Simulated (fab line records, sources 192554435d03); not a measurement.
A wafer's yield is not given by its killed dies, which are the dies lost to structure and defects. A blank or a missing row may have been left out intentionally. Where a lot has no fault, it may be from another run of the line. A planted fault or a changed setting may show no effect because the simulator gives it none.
Matching of chambers || flow n5_finfet || N5_MIM_TOP_LITHO_DESCUM_10 on rie_diel-06: 4 sister chambers
The step chemistry O2, time 7.9 s. 14 wafers are shown with their chamber, then 7 later ones without.

WAFERS WITH THEIR CHAMBER
{"wafer": "L184.2", "chamber": 3, "drypump_motor_current_A (A)": 6.02, "showerhead_plenum_p_Torr (Torr)": 2.09, "oes_product_au (a.u.)": 0.78}
{"wafer": "L184.4", "chamber": 0, "drypump_motor_current_A (A)": 5.58, "showerhead_plenum_p_Torr (Torr)": 2.00, "oes_product_au (a.u.)": 0.78}
{"wafer": "L184.6", "chamber": 1, "drypump_motor_current_A (A)": 5.94, "showerhead_plenum_p_Torr (Torr)": 2.11, "oes_product_au (a.u.)": 0.91}
{"wafer": "L188.1", "chamber": 3, "drypump_motor_current_A (A)": 6.05, "showerhead_plenum_p_Torr (Torr)": 2.09, "oes_product_au (a.u.)": 0.78}
{"wafer": "L188.3", "chamber": 0, "drypump_motor_current_A (A)": 5.54, "showerhead_plenum_p_Torr (Torr)": 2.00, "oes_product_au (a.u.)": 0.77}
{"wafer": "L188.5", "chamber": 2, "drypump_motor_current_A (A)": 5.67, "showerhead_plenum_p_Torr (Torr)": 2.08, "oes_product_au (a.u.)": 0.77}
{"wafer": "L189.3", "chamber": 1, "drypump_motor_current_A (A)": 5.95, "showerhead_plenum_p_Torr (Torr)": 2.11, "oes_product_au (a.u.)": 0.91}
{"wafer": "L189.4", "chamber": 3, "drypump_motor_current_A (A)": 6.06, "showerhead_plenum_p_Torr (Torr)": 2.09, "oes_product_au (a.u.)": 0.77}
{"wafer": "L189.5", "chamber": 1, "drypump_motor_current_A (A)": 5.94, "showerhead_plenum_p_Torr (Torr)": 2.11, "oes_product_au (a.u.)": 0.90}
{"wafer": "L195.3", "chamber": 0, "drypump_motor_current_A (A)": 5.54, "showerhead_plenum_p_Torr (Torr)": 1.99, "oes_product_au (a.u.)": 0.76}
{"wafer": "L195.5", "chamber": 0, "drypump_motor_current_A (A)": 5.56, "showerhead_plenum_p_Torr (Torr)": 1.99, "oes_product_au (a.u.)": 0.76}
{"wafer": "L195.6", "chamber": 1, "drypump_motor_current_A (A)": 5.92, "showerhead_plenum_p_Torr (Torr)": 2.10, "oes_product_au (a.u.)": 0.89}
{"wafer": "L198.2", "chamber": 0, "drypump_motor_current_A (A)": 5.52, "showerhead_plenum_p_Torr (Torr)": 1.99, "oes_product_au (a.u.)": 0.76}
{"wafer": "L198.4", "chamber": 3, "drypump_motor_current_A (A)": 6.03, "showerhead_plenum_p_Torr (Torr)": 2.08, "oes_product_au (a.u.)": 0.75}

SIGNATURES (means of the wafers above)
{"reading": "drypump_motor_current_A", "chamber 0": 5.5480, "chamber 1": 5.9375, "chamber 2": 5.6700, "chamber 3": 6.0400, "scatter within a chamber": 0.0189}
{"reading": "showerhead_plenum_p_Torr", "chamber 0": 1.9940, "chamber 1": 2.1075, "chamber 2": 2.0800, "chamber 3": 2.0875, "scatter within a chamber": 0.0052}
{"reading": "oes_product_au", "chamber 0": 0.7660, "chamber 1": 0.9025, "chamber 2": 0.7700, "chamber 3": 0.7700, "scatter within a chamber": 0.0109}
Rule: a wafer's distance from a chamber is the root of the sum, over the readings, of the square of ((its reading less the chamber's mean) divided by the reading's scatter). The wafer belongs to the nearest chamber; if the next one is less than 2 further off, it can't be placed. The scatter: the root of (the sum of the squares of (reading less its chamber's mean) over the shown wafers, divided by (wafers less chambers)).

WAFERS MISSING THEIR CHAMBER
{"wafer": "L198.5", "drypump_motor_current_A (A)": 5.92, "showerhead_plenum_p_Torr (Torr)": 2.10, "oes_product_au (a.u.)": 0.86}
{"wafer": "L199.1", "drypump_motor_current_A (A)": 5.93, "showerhead_plenum_p_Torr (Torr)": 2.10, "oes_product_au (a.u.)": 0.87}
{"wafer": "L199.2", "drypump_motor_current_A (A)": 5.54, "showerhead_plenum_p_Torr (Torr)": 1.99, "oes_product_au (a.u.)": 0.75}
{"wafer": "L199.4", "drypump_motor_current_A (A)": 6.04, "showerhead_plenum_p_Torr (Torr)": 2.08, "oes_product_au (a.u.)": 0.76}
{"wafer": "L201.1", "drypump_motor_current_A (A)": 6.05, "showerhead_plenum_p_Torr (Torr)": 2.08, "oes_product_au (a.u.)": 0.75}
{"wafer": "L201.2", "drypump_motor_current_A (A)": 5.64, "showerhead_plenum_p_Torr (Torr)": 2.07, "oes_product_au (a.u.)": 0.75}
{"wafer": "L201.3", "drypump_motor_current_A (A)": 5.56, "showerhead_plenum_p_Torr (Torr)": 1.99, "oes_product_au (a.u.)": 0.74}

CHAMBER TAKEN BY EACH
{"wafer": "L198.5", "from the rows above": 1, "in truth": 1}
{"wafer": "L199.1", "from the rows above": 1, "in truth": 1}
{"wafer": "L199.2", "from the rows above": 0, "in truth": 0}
{"wafer": "L199.4", "from the rows above": 3, "in truth": 3}
{"wafer": "L201.1", "from the rows above": 3, "in truth": 3}
{"wafer": "L201.2", "from the rows above": 2, "in truth": 2}
{"wafer": "L201.3", "from the rows above": 0, "in truth": 0}
7 of 7 placed correctly. From these rows, 0 cannot be placed. Placed wrongly: 0.
